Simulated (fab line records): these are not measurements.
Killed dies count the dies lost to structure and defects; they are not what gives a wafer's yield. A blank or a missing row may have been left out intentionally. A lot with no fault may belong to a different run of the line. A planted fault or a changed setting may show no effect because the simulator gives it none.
Which tool was responsible? | flow nandHarc | 39 wafers from 14 lots sampled at 6 of the route's 1302 steps

## WHAT THE GAUGES READ, wafer by wafer
NHARC_A_DECK1_JOINT_THK_MEAS_14: measures by ellipsometry.
lot  | measured     | on           | thkNm (nm)
L149 | day 11 06:46 | filmMetro-01 | 51.2 53.4 50.2
L150 | day 11 14:34 | filmMetro-02 | 53.8 52.4 52.0
L152 | day 12 19:26 | filmMetro-01 | 50.1 49.1 52.2
L153 | day 12 22:55 | filmMetro-01 | 53.3 52.0 53.1
L155 | day 14 01:10 | filmMetro-01 | 54.3 51.6 53.3
L156 | day 14 13:33 | filmMetro-01 | 51.5 54.2 51.0
L157 | day 14 13:33 | filmMetro-02 | 51.3 50.7 51.0
L159 | day 15 10:19 | filmMetro-01 | 48.9 48.9 52.5
L158 | day 15 10:19 | filmMetro-02 | 52.8 52.8 53.9
L160 | day 15 18:09 | filmMetro-02 | 54.8 52.5 52.0
L161 | day 16 05:07 | filmMetro-01 | 51.3 49.8 50.0
L165 | day 18 03:23 | filmMetro-02 | 51.4 46.9
L167 | day 18 16:53 | filmMetro-02 | 54.1 54.0
L168 | day 19 08:02 | filmMetro-02 | 52.9 51.7

NHARC_A_ONON_D2_THK_MEAS_18: measures by ellipsometry.
lot  | measured     | on           | thkNm (nm)
L149 | day 12 15:21 | filmMetro-01 | 1006 1007 1006
L150 | day 13 07:19 | filmMetro-01 | 991 991 990
L152 | day 14 05:43 | filmMetro-01 | 1006 1004 1003
L153 | day 14 10:41 | filmMetro-01 | 1001 1001 1001
L155 | day 15 20:08 | filmMetro-01 | 987 989 989
L156 | day 15 20:08 | filmMetro-02 | 1013 1014 1015
L157 | day 15 20:08 | filmMetro-02 | 1004 1004 1008
L159 | day 16 17:07 | filmMetro-01 | 1010 1010 1010
L158 | day 16 17:07 | filmMetro-01 | 996 993 995
L160 | day 17 06:12 | filmMetro-02 | 993 993 994
L161 | day 17 23:20 | filmMetro-01 | 1005 1005 1004
L165 | day 19 08:53 | filmMetro-02 | 717 1015
L167 | day 20 03:25 | filmMetro-02 | 703 1001
L168 | day 20 16:26 | filmMetro-01 | 708 1001

NHARC_A_ONON_D2_INSPECT_32.
lot  | measured     | on               | rawDefectCount
L149 | day 12 18:10 | defectInspect-02 | 447 286 257
L150 | day 13 10:07 | defectInspect-01 | 450 430 442
L152 | day 14 09:02 | defectInspect-01 | 191 227 120
L153 | day 14 13:31 | defectInspect-01 | 395 516 515
L155 | day 15 22:56 | defectInspect-01 | 287 326 410
L156 | day 15 22:55 | defectInspect-01 | 489 608 549
L157 | day 15 22:58 | defectInspect-02 | 243 457 438
L159 | day 16 20:09 | defectInspect-02 | 389 382 506
L158 | day 16 19:55 | defectInspect-02 | 455 460 487
L160 | day 17 09:03 | defectInspect-02 | 336 693 449
L161 | day 18 02:11 | defectInspect-02 | 422 443 349
L165 | day 19 11:41 | defectInspect-02 | 322 342
L167 | day 20 06:15 | defectInspect-01 | 720 339
L168 | day 20 19:16 | defectInspect-02 | 275 387

NHARC_END_SORT_01.
lot  | measured     | on        | killedAtArray | killedAtOther | killedAtPeriphery | killedDies | killedOpen | killedShort
L165 | day 31 19:11 | prober-01 | 668 50        | 2 1           | 7 8               | 677 59     | 7 4        | 1 4
L167 | day 31 11:29 | prober-02 | 673 54        | 0 0           | 4 4               | 677 58     | 6 2        | 2 6
L168 | day 32 03:10 | prober-02 | 676 82        | 0 0           | 1 5               | 677 87     | 0 5        | 4 6

## EACH LOT AND THE TOOL THAT RAN IT (in order: tool; ch and the chambers of the sampled wafers; start)
lot  | NHARC_A_ONON_D2_DEP_16          | NHARC_A_ONON_D2_DEP_33
L149 | pecvdOnon-03 ch 0, day 12 14:50 | pecvd-03 ch 0,1,2, day 12 17:42
L150 | pecvdOnon-02 ch 0, day 13 06:49 | pecvd-01 ch 0,1, day 13 09:38
L152 | pecvdOnon-02 ch 0, day 14 05:13 | pecvd-04 ch 0,1,2, day 14 08:33
L153 | pecvdOnon-02 ch 0, day 14 10:22 | pecvd-03 ch 0,1,2, day 14 13:08
L155 | pecvdOnon-02 ch 0, day 15 19:40 | pecvd-01 ch 1,2, day 15 22:33
L156 | pecvdOnon-03 ch 0, day 15 19:40 | pecvd-04 ch 0,1,2, day 15 22:26
L157 | pecvdOnon-04 ch 0, day 15 19:40 | pecvd-03 ch 1,2, day 15 22:34
L159 | pecvdOnon-03 ch 0, day 16 16:36 | pecvd-04 ch 0,1,2, day 16 19:40
L158 | pecvdOnon-04 ch 0, day 16 16:40 | pecvd-01 ch 0,1,2, day 16 19:26
L160 | pecvdOnon-03 ch 0, day 17 05:41 | pecvd-04 ch 1,2, day 17 08:34
L161 | pecvdOnon-02 ch 0, day 17 22:53 | pecvd-03 ch 0,1, day 18 01:41
L165 | pecvdOnon-02 ch 0, day 19 08:23 | pecvd-04 ch 0,2, day 19 11:14
L167 | pecvdOnon-02 ch 0, day 20 02:55 | pecvd-01 ch 0,1, day 20 05:45
L168 | pecvdOnon-02 ch 0, day 20 16:10 | pecvd-01 ch 1,2, day 20 18:58
- NHARC_A_ONON_D2_DEP_16: target thk 1000 nm.
- NHARC_A_ONON_D2_DEP_33: deposits SiO2, target thk 200 nm.

## AS READ BY THE TOOLS THEMSELVES (means over the sampled wafers that have a number; for cases with no such wafer, the mark the record gives instead)
NHARC_A_ONON_D2_DEP_16.
lot  | tool         | n2FlowSccm (sccm)
L149 | pecvdOnon-03 | 2750
L150 | pecvdOnon-02 | 2746
L152 | pecvdOnon-02 | 2753
L153 | pecvdOnon-02 | 2746
L155 | pecvdOnon-02 | 2743
L156 | pecvdOnon-03 | 2752
L157 | pecvdOnon-04 | 2745
L159 | pecvdOnon-03 | 2753
L158 | pecvdOnon-04 | 2747
L160 | pecvdOnon-03 | 2743
L161 | pecvdOnon-02 | 2740
L165 | pecvdOnon-02 | 2756
L167 | pecvdOnon-02 | 2760
L168 | pecvdOnon-02 | 2756

NHARC_A_ONON_D2_DEP_33.
lot  | tool     | heaterPowerW (W) | throttleValvePct (%)
L149 | pecvd-03 | 611              | 16.2
L150 | pecvd-01 | 538              | 15.9
L152 | pecvd-04 | 613              | 16.1
L153 | pecvd-03 | 587              | 16.3
L155 | pecvd-01 | 516              | 15.6
L156 | pecvd-04 | 591              | 16.1
L157 | pecvd-03 | 625              | 16.4
L159 | pecvd-04 | 580              | 16.1
L158 | pecvd-01 | 456              | 15.7
L160 | pecvd-04 | 618              | 16.5
L161 | pecvd-03 | 555              | 16.2
L165 | pecvd-04 | 614              | 16.3
L167 | pecvd-01 | 466              | 15.6
L168 | pecvd-01 | 494              | 15.8

## THE ANSWER, worked out from the rows above alone
Rule: what is usual is taken from the lots themselves. Put in order of their means at a reading, lots are off if they are a third of the lots or fewer, leave a main group of 4 or more, and stand apart from it by a gap of 3 or more times the standard deviation of the main group's means; of several such gaps the widest counts. The tables above print the reading to a certain number of digits; a main group whose means all agree to those digits is not used. A lot without any number at a reading at which 4 lots or more have one is off too. Where the step has rows for the other lots, those lots are counted as sound. Order of review: gauges by route order, followed by the tools' own readings, for which a lot's mean as printed above is used. The first step at which some lot is off is used, and at that step the reading that is off furthest; a lot without a number counts as furthest.
Off at NHARC_A_ONON_D2_THK_MEAS_18 (thkNm): L165, L167, L168. The main group: mean 1001 nm, standard deviation 7.9.
A tool fits if, at a process step before that reading, it ran every lot that is off, and no sound lot after the first of them. The gauges at NHARC_A_ONON_D2_THK_MEAS_18 are tried like those tools. One candidate fits, namely pecvdOnon-02 at NHARC_A_ONON_D2_DEP_16. Its last sound lot is L161 (day 17 22:53), its first lot that is off L165 (day 19 08:23): a fault that began between those two fits.

## WHAT THE SIMULATOR PUT IN
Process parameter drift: pecvdOnon-02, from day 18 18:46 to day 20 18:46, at NHARC_A_ONON_D2_DEP_16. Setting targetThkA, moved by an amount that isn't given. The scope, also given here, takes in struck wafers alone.
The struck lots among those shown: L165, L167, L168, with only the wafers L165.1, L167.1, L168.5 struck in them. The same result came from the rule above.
